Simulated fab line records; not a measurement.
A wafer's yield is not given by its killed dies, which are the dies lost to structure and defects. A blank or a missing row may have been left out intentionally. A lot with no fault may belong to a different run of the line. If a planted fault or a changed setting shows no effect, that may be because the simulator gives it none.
Code-filled problem report in 8D (eight disciplines) form || flow nand harc || the parts of the form that need people (team, actions taken, sign-off) are left out

## 1. WHAT WENT WRONG
NHARC_END_SORT_01, killed at periphery: mean 646 over 1 wafer from 1 lot; wafers with no fault: 4, standard deviation 3.2. That is +99 or more standard deviations from the usual mean.
First observed at day 33 07:39: wafer L607.5, on prober-01. The record holds 3 wafers of 1 lot with a number at this step. Rule for "out", or "out of limits": more than 4 standard deviations from the usual mean. All remaining wafers that have a number are taken as sound.

## 2. WHAT IT IS, WHAT IT ISN'T
{"question": "which readings at this step", "is": "killed at periphery, defect limited yield, killed dies, sort_bin_2_pct, sort n pass, sort rim yield pct, sort yield pct", "is not": "killed at array, killed at other, killed open, killed short, sort_bin_3_pct, sort_bin_4_pct"}
{"question": "which lots", "is": "L607", "is not": "-"}
{"question": "which wafers of those lots", "is": "L607.5", "is not": "L607.2, L607.3"}
{"question": "read on which gauges", "is": "prober-01", "is not": "-"}
{"question": "when", "is": "from day 33 07:39", "is not": "up to then (2 sound wafers)"}

## 3. SUSPECTS, AND WHAT RULES EACH OUT
Counting: any tool at a process step up to the reading remains a suspect provided it ran every lot that is out. Sound lots after the first of them don't rule it out here, since some wafers of a struck lot are sound.
- the gauge at NHARC_END_SORT_01 has been ruled out. All the wafers that are out were read on prober-01, but those of them that NHARC_P_BONDPAD_ETCH_12 has rows for are out there too, on other tools.
- pvd sputter-02 at NHARC_P_M2_PVD_21 (deposits Cu, target thk 30 nm, time 20.49 s): kept. It ran the lot that is out, L607 (day 15 20:45). With no start given for some of its lots, NHARC_P_M2_PVD_21 uses the hours and lot order of NHARC_P_BONDPAD_CMP_32.
- cmp-02 at NHARC_P_BONDPAD_CMP_32 (polishes SiCN, target thk 200 nm): kept. It ran the lot that is out, L607 (day 15 20:45).
- rie diel-08 at NHARC_P_BONDPAD_ETCH_12 (etches the open film in CHF3/O2, target depth 200 nm, time 100 s): kept. It ran the lot that is out, L607 (day 15 21:58). On those wafers its own readings are out: run length s.
- pvd sputter-01 at NHARC_P_BONDPAD_PVD_17 (deposits TaN, target thk 5 nm, time 8.06 s): kept. It ran the lot that is out, L607 (day 33 05:16). With no start given for some of its lots, NHARC_P_BONDPAD_PVD_17 uses the hours and lot order of NHARC_END_SORT_01.
- At NHARC_P_BONDPAD_ETCH_12, inside rie diel-08: chamber 3 took the wafers that are out, while their sound lot-mates went through chambers 0, 2.
Left after counting: pvd sputter-02 at NHARC_P_M2_PVD_21, cmp-02 at NHARC_P_BONDPAD_CMP_32, rie diel-08 at NHARC_P_BONDPAD_ETCH_12, pvd sputter-01 at NHARC_P_BONDPAD_PVD_17.

## 4. THE CAUSE (what the simulator had put in)
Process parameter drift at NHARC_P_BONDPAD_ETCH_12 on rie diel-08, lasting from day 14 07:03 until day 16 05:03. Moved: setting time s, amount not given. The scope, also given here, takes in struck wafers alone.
After counting, 4 suspects remain, this tool included.

## 5. THE CHAIN OF EFFECTS, in route order
Rows list readings where the struck wafers' mean (over those with a number) sits beyond 3 standard deviations from the usual. Readings are gone through only where the record gives a usual standard deviation; hours: the median, over the lots, of the time from a lot's start at the first step in this table giving one to that lot's start at this step; sigmas: the change measured in usual standard deviations.
{"hours": 0, "step": "NHARC_P_BONDPAD_ETCH_12", "reading": "run length s", "usual": "121.4 s", "on struck wafers": 53.1, "change": -68.3, "sigmas": "-99 or more"}
{"hours": 418, "step": "NHARC_END_SORT_01", "reading": "defect limited yield", "usual": "91.6 %", "on struck wafers": 0.0, "change": -91.6, "sigmas": -35}
{"hours": 418, "step": "NHARC_END_SORT_01", "reading": "killed at periphery", "usual": 4, "on struck wafers": 646, "change": "+642", "sigmas": "+99 or more"}
{"hours": 418, "step": "NHARC_END_SORT_01", "reading": "killed dies", "usual": 57, "on struck wafers": 677, "change": "+620", "sigmas": "+34"}
{"hours": 418, "step": "NHARC_END_SORT_01", "reading": "sort_bin_2_pct", "usual": "3.0 %", "on struck wafers": 96.6, "change": "+93.6", "sigmas": "+78"}
{"hours": 418, "step": "NHARC_END_SORT_01", "reading": "sort n pass", "usual": 620, "on struck wafers": 0, "change": -620, "sigmas": -34}
{"hours": 418, "step": "NHARC_END_SORT_01", "reading": "sort rim yield pct", "usual": "87 %", "on struck wafers": 0, "change": -87, "sigmas": -18}
{"hours": 418, "step": "NHARC_END_SORT_01", "reading": "sort yield pct", "usual": "91.6 %", "on struck wafers": 0.0, "change": -91.6, "sigmas": -35}
The process steps in it:
- NHARC_P_BONDPAD_ETCH_12: etches the open film in CHF3/O2, target depth 200 nm, time 100 s.
Readings that are blank on the struck wafers while sound wafers have them: bias w at NHARC_P_BONDPAD_ETCH_12.

## 6. HOW IT WOULD HAVE BEEN CAUGHT EARLIER
In this record the first reading out of limits at a measuring or inspecting step was taken at day 33 07:39, 457 hours after the fault began at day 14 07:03.
Tool's own readings at NHARC_P_BONDPAD_ETCH_12, run length s: out on all struck wafers the step has rows for; an alarm limit on them would have tripped on the first.
All the lots that are out (1) had begun NHARC_P_BONDPAD_ETCH_12 on rie diel-08 by day 33 07:39. None of them would have been spared by holding the tool at that moment.
